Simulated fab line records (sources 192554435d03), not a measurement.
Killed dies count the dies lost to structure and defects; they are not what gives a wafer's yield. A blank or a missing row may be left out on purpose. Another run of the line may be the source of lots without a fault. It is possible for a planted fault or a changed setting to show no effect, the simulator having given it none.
fab line records | flow n5_finfet
record: lots: 9 wafers: 27 last_day: 18
route steps=1938 shown WELL_APT@28 PMOS_HMC_CHANNEL_EPI@67 BEOL_M4@1111 PASSIVATION@1936
lots untouched by any fault: they come from a run of this same line in which no faults occurred
start_h: hours from the record's first day to the start of the lot's first wafer shown | wait_h: hours since the lot's step before | " same as the row above | L1.1+2: a row that stands for several wafers | - no value, or no start given | * or withheld: withheld | < > ~ a bound
route shown NAME@n: a module of which the file shows steps, and the number in the route of the first | usual: mean/standard deviation of fault-free wafers | same: alike in all rows | chamber/n: place in a boat | sites: per-site readings | _std_site: their standard deviation | _edge_site: outer sites' mean less inner sites' | radius_mm: how far each site lies from the wafer's centre | mask NAME#n: copy n | behind: the tool/chamber that last shaped the wafer | hold: why the lot went on hold/how many hours it stayed there/how the hold came to an end | device: names the non-switching transistor (n, p or np) | end of line: at the end of the route, the tests of the same wafers | where a step has no rows: the recipe by itself | killed: dies lost to structure and defects at the first sort, not the wafer's yield | map: a wafer's dies, x killed, . not, _ none there
set.NAME: the run value of the setting; set.NAME@STEP: its run value at that earlier step | model.NAME: the simulator's own value behind a step, which no gauge read
the route's steps for a sample of lots (tables are steps, rows are wafers)
services: when a tool's chamber went out of use (start_h, in hours from the record's first day, below 0 if earlier), for how many hours, and the reason
== steps ==
step: N5_WELL_APT_CD_MEAS_08
recipe: target_cd_nm: 200 landing_energy_ev: 500 detector: se_inlens
usual: cd_nm: 199.1/1.5
same: landing_energy_ev: 500
columns lot.wafer tool chamber start_h wait_h cd_nm
L659.3 cd_sem-01 0 25.84 - 196.5
L659.4 " 0 " " 198.5
L659.5 " 0 " " 199.4
L660.2 cd_sem-02 0 31.69 - 199.0
L660.3 " 0 " " 201.2
L660.6 " 0 " " 201.4
L662.3 cd_sem-03 0 43.56 - 196.4
L662.4 " 0 " " 195.9
L662.6 " 0 " " 199.2
L663.1 cd_sem-03 0 49.73 - 200.7
L663.4 " 0 " " 200.2
L663.5 " 0 " " 200.4
L664.1 cd_sem-01 0 55.68 - 199.2
L664.3 " 0 " " 200.0
L664.5 " 0 " " 201.4
L671.3 cd_sem-01 0 97.69 - 199.3
L671.4 " 0 " " 197.9
L671.6 " 0 " " 201.0
L672.3 cd_sem-02 0 103.99 - 200.6
L672.4 " 0 " " 199.9
L672.6 " 0 " " 197.2
L674.1 cd_sem-01 0 115.69 - 197.7
L674.3 " 0 " " 198.4
L674.6 " 0 " " 200.0
L677.1 cd_sem-02 0 133.81 - 201.3
L677.2 " 0 " " 203.1
L677.6 " 0 " " 201.7
step: N5_WELL_APT_OVL_MEAS_26
recipe: points_per_wafer: 44
usual: PWELL_OVL: -2/5.5
columns lot.wafer tool chamber start_h wait_h PWELL_OVL[nm]
L659.3 overlay-02 0 27.19 0.0 3
L659.4 " 0 " " 1
L659.5 " 0 " " 2
L660.2 overlay-02 0 32.95 0.0 3
L660.3 " 0 " " -6
L660.6 " 0 " " -5
L662.3 overlay-01 0 44.83 0.0 -7
L662.4 " 0 " " -13
L662.6 " 0 " " -4
L663.1 overlay-02 0 51.04 0.0 8
L663.4 " 0 " " 1
L663.5 " 0 " " 4
L664.1 overlay-02 0 56.83 0.0 -2
L664.3 " 0 " " 5
L664.5 " 0 " " -1
L671.3 overlay-01 0 99.00 0.0 -2
L671.4 " 0 " " -4
L671.6 " 0 " " -2
L672.3 overlay-02 0 105.31 0.0 -4
L672.4 " 0 " " -5
L672.6 " 0 " " -9
L674.1 overlay-02 0 117.28 0.0 -4
L674.3 " 0 " " -10
L674.6 " 0 " " 0
L677.1 overlay-01 0 134.97 0.0 4
L677.2 " 0 " " -1
L677.6 " 0 " " 1
step: N5_PMOS_HMC_CHANNEL_EPI_INSPECT_11
recipe: mode: adi inspect_instrument: macro
usual: raw_defect_count: 2.0/1.4
columns lot.wafer tool chamber start_h wait_h raw_defect_count
L659.3 defect_inspect-01 - 29.46 0.0 1
L659.4 " - " " 1
L659.5 " - " " 3
L660.2 defect_inspect-02 - 35.20 0.0 2
L660.3 " - " " 1
L660.6 " - " " 4
L662.3 defect_inspect-02 - 47.04 0.0 1
L662.4 " - " " 0
L662.6 " - " " 3
L663.1 defect_inspect-01 - 53.57 0.0 2
L663.4 " - " " 0
L663.5 " - " " 1
L664.1 defect_inspect-01 - 59.05 0.0 1
L664.3 " - " " 1
L664.5 " - " " 1
L671.3 defect_inspect-02 - 101.23 0.0 2
L671.4 " - " " 3
L671.6 " - " " 3
L672.3 defect_inspect-01 - 107.51 0.0 2
L672.4 " - " " 0
L672.6 " - " " 2
L674.1 defect_inspect-01 - 119.56 0.0 1
L674.3 " - " " 2
L674.6 " - " " 3
L677.1 defect_inspect-02 - 137.43 0.0 3
L677.2 " - " " 5
L677.6 " - " " 1
step: N5_PMOS_HMC_CHANNEL_EPI_ETCH_32
recipe: chemistry: N2/H2 target: BARC stop_on: SiO2 target_depth_a: 858 over_etch_frac: 0.3 time_s: 50.3 ion_energy_ev: 200 mask_material: CAR-ArF-block pressure_mtorr: 30 source_w: 840 bias_w: 150 n2_flow_sccm: 200 h2_flow_sccm: 200
usual: bias_w: 150.0/0.41 chamber_pressure_mTorr: 30.005/0.027 drypump_motor_current_A: 5.8/0.4 oes_product_au: 0.66/0.061 rf_vpp_V: 524.1/2.5 showerhead_plenum_p_Torr: 2.55/0.082 throttle_valve_pct: 17.86/0.2
columns lot.wafer tool chamber start_h wait_h bias_w chamber_pressure_mTorr drypump_motor_current_A oes_product_au rf_hours_counter_h rf_vpp_V showerhead_plenum_p_Torr throttle_valve_pct
L659.3 rie_diel-01 2 29.53 0.0 150.0 30.033 5.6 0.65 138 523.5 2.56 17.79
L659.4 " 2 " " 150.1 29.987 5.6 0.65 - 524.1 2.56 17.79
L659.5 " 3 " " 150.7 29.972 5.9 0.75 - 528.5 2.66 17.57
L660.2 rie_diel-01 2 35.57 0.0 149.8 30.032 5.6 0.65 140 523.0 2.56 17.79
L660.3 " 3 " " 150.3 30.020 5.9 0.75 62 526.6 2.66 17.58
L660.6 " 0 " " 150.7 29.956 5.4 0.72 - 525.3 2.57 17.89
L662.3 rie_diel-06 0 47.40 0.0 - - - - - - - -
L662.4 " 1 " " - - - - - - - -
L662.6 " 2 " " - - - - - - - -
L663.1 rie_diel-01 0 53.90 0.0 - - - - - - - -
L663.4 " 0 " " - - - - - - - -
L663.5 " 2 " " - - - - - - - -
L664.1 rie_diel-02 1 59.56 0.0 - - - - - - - -
L664.3 " 3 " " - - - - - - - -
L664.5 " 3 " " - - - - - - - -
L671.3 rie_diel-06 2 101.30 0.0 150.1 30.014 5.2 0.62 165 526.0 2.66 18.11
L671.4 " 0 " " 150.1 29.959 5.8 0.60 227 522.5 2.50 17.98
L671.6 " 3 " " 150.1 30.041 5.5 0.79 - 525.4 2.58 17.48
L672.3 rie_diel-01 3 107.58 0.0 150.1 29.991 5.9 0.73 83 527.3 2.65 17.61
L672.4 " 0 " " 150.3 30.009 5.3 0.70 64 525.3 2.56 17.90
L672.6 " 2 " " 149.4 29.984 5.6 0.63 - 524.8 2.55 17.84
L674.1 rie_diel-02 0 119.63 0.0 150.6 29.999 5.9 0.60 213 520.0 2.40 18.23
L674.3 " 1 " " 149.9 30.025 5.1 0.66 141 521.5 2.45 17.61
L674.6 " 2 " " 150.6 29.979 5.8 0.64 - 528.1 2.65 18.06
L677.1 rie_diel-01 0 137.86 0.0 149.5 30.025 5.4 0.69 74 523.7 2.56 17.92
L677.2 " 1 " " 150.2 30.002 6.4 0.78 23 523.1 2.49 17.61
L677.6 " 2 " " 150.1 29.958 5.6 0.63 - 524.7 2.55 17.84
step: N5_PMOS_HMC_CHANNEL_EPI_HM_OPEN_15
recipe: chemistry: CHF3/O2 target: SiO2 mask_material: CAR-ArF-block target_depth_a: 406 CHF3_flow_sccm: 50 O2_flow_sccm: 5 Ar_flow_sccm: 200 time_s: 20.3 pressure_mtorr: 30 source_w: 650 bias_w: 170 ion_energy_ev: 200
usual: CHF3_flow_sccm: 49.99/0.14 drypump_motor_current_A: 5.8/0.39 oes_product_au: 0.76/0.075 rf_vpp_V: 521/7 showerhead_plenum_p_Torr: 2.42/0.071 throttle_valve_pct: 18.90/0.25
columns lot.wafer tool chamber start_h wait_h CHF3_flow_sccm drypump_motor_current_A oes_product_au rf_hours_counter_h rf_vpp_V showerhead_plenum_p_Torr throttle_valve_pct
L659.3 rie_diel-01 2 29.57 0.0 50.01 5.6 0.76 138 520 2.42 18.64
L659.4 " 2 " " 50.04 5.6 0.76 - 520 2.42 18.65
L659.5 " 3 " " 49.86 5.9 0.88 - 519 2.54 18.69
L660.2 rie_diel-01 2 35.61 0.0 50.08 5.6 0.76 140 519 2.42 18.65
L660.3 " 3 " " 50.01 5.9 0.87 62 520 2.53 18.70
L660.6 " 0 " " 50.23 5.4 0.86 - 529 2.45 19.08
L662.3 rie_diel-06 0 47.44 0.0 49.66 5.9 0.26 210 517 2.38 18.80
L662.4 " 1 " " 49.93 5.5 0.26 - 530 2.40 18.68
L662.6 " 2 " " 50.00 5.2 0.28 - 524 2.52 19.03
L663.1 rie_diel-01 0 53.95 0.0 49.75 5.4 0.31 49 528 2.45 18.96
L663.4 " 0 " " 49.82 5.4 0.31 - 528 2.45 18.98
L663.5 " 2 " " 49.91 5.6 0.28 - 519 2.42 18.54
L664.1 rie_diel-02 1 59.60 0.0 50.22 5.2 0.30 123 509 2.32 18.39
L664.3 " 3 " " 50.10 6.4 0.27 185 509 2.39 18.78
L664.5 " 3 " " 49.76 6.4 0.26 - 509 2.39 18.79
L671.3 rie_diel-06 2 101.34 0.0 50.11 5.2 0.73 165 526 2.52 19.15
L671.4 " 0 " " 49.81 5.9 0.70 227 518 2.38 18.93
L671.6 " 3 " " 49.99 5.5 0.94 - 523 2.46 18.61
L672.3 rie_diel-01 3 107.62 0.0 49.77 5.9 0.85 83 520 2.53 18.75
L672.4 " 0 " " 49.99 5.4 0.82 64 528 2.44 19.12
L672.6 " 2 " " 50.09 5.6 0.73 - 520 2.41 18.70
L674.1 rie_diel-02 0 119.67 0.0 49.93 5.9 0.70 213 526 2.30 19.44
L674.3 " 1 " " 49.99 5.2 0.77 141 508 2.32 18.54
L674.6 " 2 " " 49.71 5.8 0.73 - 516 2.48 18.91
L677.1 rie_diel-01 0 137.90 0.0 49.83 5.4 0.82 74 528 2.44 19.13
L677.2 " 1 " " 49.92 6.4 0.91 23 530 2.38 18.76
L677.6 " 2 " " 50.00 5.6 0.73 - 520 2.41 18.70
step: N5_BEOL_M4_RC_MEAS_101
usual: DIBL_N: 36.5/1.8 DIBL_P: 36.5/2.1 IOFF_N: 0.17/0.031 IOFF_P: 0.22/0.036 ION_N: 677/11 ION_P: 463/8 SS_N: 71.6/0.61 SS_P: 73.3/0.63 VT_N: 249/3.1 VT_P: -250/3.3
columns lot.wafer tool chamber start_h wait_h DIBL_N[mV/V] DIBL_P[mV/V] IOFF_N[nA/um] IOFF_P[nA/um] ION_N[uA/um] ION_P[uA/um] SS_N[mV/dec] SS_P[mV/dec] VT_N[mV] VT_P[mV]
L659.3 prober-01 0 180.90 0.3 34.9 36.3 0.16 0.17 684 455 71.6 73.8 249 -252
L659.4 " 0 " " 37.1 39.6 0.19 0.23 679 464 71.9 74.0 246 -251
L659.5 " 0 " " 34.9 36.8 0.16 0.18 673 457 71.8 72.7 249 -255
L660.2 prober-02 0 182.71 0.2 40.8 41.5 0.23 0.26 683 462 72.8 74.2 245 -250
L660.3 " 0 " " 37.6 38.2 0.17 0.20 688 465 71.1 73.7 248 -253
L660.6 " 0 " " 37.2 36.6 0.15 0.18 675 454 71.1 73.3 251 -255
L671.3 prober-01 0 252.93 0.3 35.1 35.0 0.14 0.20 675 470 71.0 72.8 250 -250
L671.4 " 0 " " 37.4 38.1 0.18 0.25 676 462 71.0 73.8 248 -248
L671.6 " 0 " " 35.0 35.1 0.14 0.21 684 471 71.4 72.9 249 -249
L672.3 prober-01 0 265.26 0.3 38.7 39.2 0.20 0.24 682 463 71.7 74.4 247 -250
L672.4 " 0 " " 36.5 36.5 0.16 0.19 671 458 71.4 73.7 250 -252
L672.6 " 0 " " 37.8 38.0 0.18 0.21 691 462 71.4 73.2 250 -254
L674.1 prober-01 0 274.17 0.0 33.8 31.6 0.12 0.16 667 455 70.6 71.7 252 -252
L674.3 " 0 " " 37.1 35.1 0.19 0.22 681 460 71.2 73.0 245 -246
L674.6 " 0 " " 35.9 33.6 0.17 0.19 668 455 71.5 73.0 247 -251
L677.1 prober-01 0 306.24 0.0 35.3 37.2 0.15 0.20 679 467 70.5 73.8 250 -252
L677.2 " 0 " " 34.3 35.6 0.13 0.18 677 464 71.4 73.4 251 -252
L677.6 " 0 " " 34.7 36.1 0.14 0.19 675 465 71.3 73.8 250 -250
step: N5_PASSIVATION_PROBE_49
usual: defect_limited_yield: 91.4/1.5 killed_at_M0_to_M3: 35/11 killed_at_M4_up: 16/7 killed_at_contacts: 11/5.3 killed_at_front_end: 37/11 killed_at_other: 3.1/2.8 killed_dies: 102/18 killed_on_rim: 13/3.7 killed_open: 69/15 killed_short: 31/7.8 sort_bin_5_function: 5.1/1.1 sort_bin_6_memory: 3.2/0.69 sort_n_pass: 1078/18 sort_yield_pct: 91.4/1.5
same: gross_dies: 1180 killed_at_back_side: 0 sort_bin_4_leakage[%]: 0 sort_bin_8_speed[%]: 0
columns lot.wafer tool chamber start_h wait_h defect_limited_yield[%] killed_at_M0_to_M3 killed_at_M4_up killed_at_contacts killed_at_front_end killed_at_other killed_dies killed_on_rim killed_open killed_short sort_bin_5_function[%] sort_bin_6_memory[%] sort_n_pass sort_yield_pct[%]
L662.3 prober-01 - 303.29 0.1 0 24 18 12 1122 4 1180 152 68 21 96.4 3.5 0 0
L662.4 prober-01 - 303.34 0.2 0 45 33 11 1089 2 1180 152 94 38 95.3 4.5 0 0
L662.6 prober-01 - 303.44 0.3 0 31 22 12 1115 0 1180 152 69 27 96.9 3.1 0 0
L664.1 prober-01 - 313.43 0.0 0 59 4 11 1104 2 1180 152 64 48 96.2 3.5 0 0
L664.3 prober-01 - 313.53 0.1 0 70 20 17 1073 0 1180 152 98 54 94.7 4.7 0 0
L664.5 prober-01 - 313.63 0.2 0 47 12 11 1108 2 1180 152 64 35 96.6 3.3 0 0
L663.1 prober-02 - 318.08 0.0 0 35 7 7 1131 0 1180 152 62 21 97.4 2.5 0 0
L663.4 prober-02 - 318.23 0.2 0 41 4 8 1127 0 1180 152 50 31 97.5 2.4 0 0
L663.5 prober-02 - 318.28 0.2 0 28 1 17 1132 2 1180 152 64 29 97.0 2.5 0 0
L674.1 prober-02 - 383.19 0.0 89.9 44 21 12 41 1 119 12 79 34 5.8 3.5 1061 89.9
L674.3 prober-02 - 383.29 0.1 91.7 38 10 9 41 0 98 18 67 29 5.3 2.7 1082 91.7
L674.6 prober-02 - 383.44 0.3 92.3 46 12 8 24 1 91 9 69 18 4.7 2.6 1089 92.3
killed by level:class
L662.3 PMOS_HMC_CHANNEL_EPI:area_etch=1088 FIN_SAQP:geometric_particle:open=14 MOL_CONTACT_COAG:geometric_particle:open=11 BEOL_M4:geometric_particle:open=6 STI_FIN_REVEAL:geometric_particle:open=5 BEOL_M0_SAQP:geometric_particle:open=5 BEOL_M0_SAQP:geometric_particle:short=5 BEOL_M1:geometric_particle:open=5
L662.4 PMOS_HMC_CHANNEL_EPI:area_etch=1047 FIN_SAQP:geometric_particle:open=15 BEOL_M2:geometric_particle:open=10 BEOL_M4:geometric_particle:open=9 MOL_CONTACT_COAG:geometric_particle:open=8 BEOL_M0:geometric_particle:open=7 BEOL_M0_SAQP:geometric_particle:open=7 BEOL_M8:geometric_particle:open=7
L662.6 PMOS_HMC_CHANNEL_EPI:area_etch=1081 MOL_CONTACT_COAG:geometric_particle:open=9 BEOL_M0_SAQP:geometric_particle:open=8 FIN_SAQP:geometric_particle:open=7 BEOL_M1:geometric_particle:open=7 ILD0:geometric_particle:short=6 BEOL_M2:geometric_particle:open=6 STI_FIN_REVEAL:geometric_particle:open=5
L664.1 PMOS_HMC_CHANNEL_EPI:area_etch=1068 BEOL_M0_SAQP:geometric_particle:short=25 BEOL_M0_SAQP:geometric_particle:open=20 FIN_SAQP:geometric_particle:open=9 MOL_CONTACT_COAG:geometric_particle:open=9 BEOL_M1:geometric_particle:open=6 GATE_CUT:geometric_particle:short=5 DUMMY_GATE:geometric_particle:open=4
L664.3 PMOS_HMC_CHANNEL_EPI:area_etch=1024 BEOL_M0_SAQP:geometric_particle:open=32 BEOL_M0_SAQP:geometric_particle:short=30 FIN_SAQP:geometric_particle:open=25 MOL_CONTACT_COAG:geometric_particle:open=13 FIN_SAQP:geometric_particle:short=8 BEOL_M4:geometric_particle:open=6 DUMMY_GATE:geometric_particle:open=5
L664.5 PMOS_HMC_CHANNEL_EPI:area_etch=1080 BEOL_M0_SAQP:geometric_particle:open=18 BEOL_M0_SAQP:geometric_particle:short=15 MOL_CONTACT_COAG:geometric_particle:open=9 FIN_SAQP:geometric_particle:open=7 BEOL_M1:geometric_particle:open=6 DUMMY_GATE:geometric_particle:open=5 BEOL_M4:geometric_particle:open=5
L663.1 PMOS_HMC_CHANNEL_EPI:area_etch=1096 STI_FIN_REVEAL:geometric_particle:open=9 BEOL_M0_SAQP:geometric_particle:short=8 BEOL_M0_SAQP:geometric_particle:open=8 FIN_SAQP:geometric_particle:open=7 MOL_CONTACT_COAG:geometric_particle:open=7 BEOL_M2:geometric_particle:open=6 BEOL_M3:geometric_particle:open=5
L663.4 PMOS_HMC_CHANNEL_EPI:area_etch=1099 FIN_SAQP:geometric_particle:open=11 BEOL_M0_SAQP:geometric_particle:short=11 BEOL_M2:geometric_particle:open=7 MOL_CONTACT_COAG:geometric_particle:open=6 BEOL_M0_SAQP:geometric_particle:open=6 DUMMY_GATE:geometric_particle:open=4 BEOL_M1:geometric_particle:open=4
L663.5 PMOS_HMC_CHANNEL_EPI:area_etch=1087 MOL_CONTACT_COAG:geometric_particle:open=13 FIN_SAQP:geometric_particle:open=12 STI_FIN_REVEAL:geometric_particle:open=12 DUMMY_GATE:geometric_particle:open=8 BEOL_M0_SAQP:geometric_particle:short=8 FIN_SAQP:geometric_particle:short=5 BEOL_M1:geometric_particle:open=5
L674.1 BEOL_M1:geometric_particle:open=15 BEOL_M2:geometric_particle:open=11 MOL_CONTACT_COAG:geometric_particle:open=10 DUMMY_GATE:geometric_particle:open=7 BEOL_M4:geometric_particle:open=7 STI_FIN_REVEAL:geometric_particle:open=6 FIN_SAQP:geometric_particle:short=4 GATE_CUT:geometric_particle:short=4
L674.3 BEOL_M1:geometric_particle:open=9 BEOL_M2:geometric_particle:open=9 MOL_CONTACT_COAG:geometric_particle:open=8 STI_FIN_REVEAL:geometric_particle:open=6 GATE_CUT:geometric_particle:short=5 BEOL_M0_SAQP:geometric_particle:short=5 BEOL_M3:geometric_particle:open=5 BEOL_M4:geometric_particle:open=5
L674.6 BEOL_M1:geometric_particle:open=13 BEOL_M2:geometric_particle:open=8 BEOL_M0_SAQP:geometric_particle:open=8 BEOL_M3:geometric_particle:open=8 MOL_CONTACT_COAG:geometric_particle:open=7 BEOL_M0_SAQP:geometric_particle:short=4 STI_FIN_REVEAL:geometric_particle:open=3 DUMMY_GATE:geometric_particle:open=3
== services ==
columns tool chamber start_h hours kind
rie_diel-01 1 25.15 - clean
rie_diel-01 1 25.15 - consumable_replace:focus_ring
rie_diel-01 1 25.15 31.0 scheduled_down
rie_diel-01 1 25.15 31.0 vent_cycle
rie_diel-02 1 30.25 1.6 repair
rie_diel-02 0 35.62 16.3 repair
rie_diel-06 3 43.55 - clean
rie_diel-06 3 43.55 - consumable_replace:focus_ring
rie_diel-06 3 43.55 21.8 scheduled_down
rie_diel-06 3 43.55 21.8 vent_cycle
rie_diel-01 1 107.72 3.6 repair
== key ==
first_sign: step: N5_PMOS_HMC_CHANNEL_EPI_ETCH_32 reading: tool_record direction: missing
effect: step: N5_PMOS_HMC_CHANNEL_EPI_HM_OPEN_15 reading: oes_product_au direction: down sigmas: 6.5 usual: 0.76 struck: 0.28
effect: step: N5_PASSIVATION_PROBE_49 reading: killed_at_front_end direction: up sigmas: 99 usual: 37 struck: 1111
more_kills_born_at: N5_PMOS_HMC_CHANNEL_EPI_ETCH_32@rie_diel-01: 3282 N5_PMOS_HMC_CHANNEL_EPI_ETCH_32@rie_diel-06: 3216 N5_PMOS_HMC_CHANNEL_EPI_ETCH_32@rie_diel-02: 3172
met_at N5_PMOS_HMC_CHANNEL_EPI_ETCH_32
struck_lots L662,L663,L664
later_rows_left_out L662.3,L662.4,L662.6,L663.1,L663.4,L663.5,L664.1,L664.3,L664.5
not_acting_at N5_WELL_APT_CD_MEAS_08,N5_WELL_APT_OVL_MEAS_26,N5_PMOS_HMC_CHANNEL_EPI_INSPECT_11
onset_between 35.57 47.40
fault: kind: skipped_step_whole tool: rie_diel-01,rie_diel-02,rie_diel-06 chamber: - onset_h: 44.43 steps: N5_PMOS_HMC_CHANNEL_EPI_ETCH_32 scope: struck_lots_only
later_rows_left_out: the simulator's readings of these wafers behind a module that went badly wrong aren't trusted and aren't shown, but for the sort
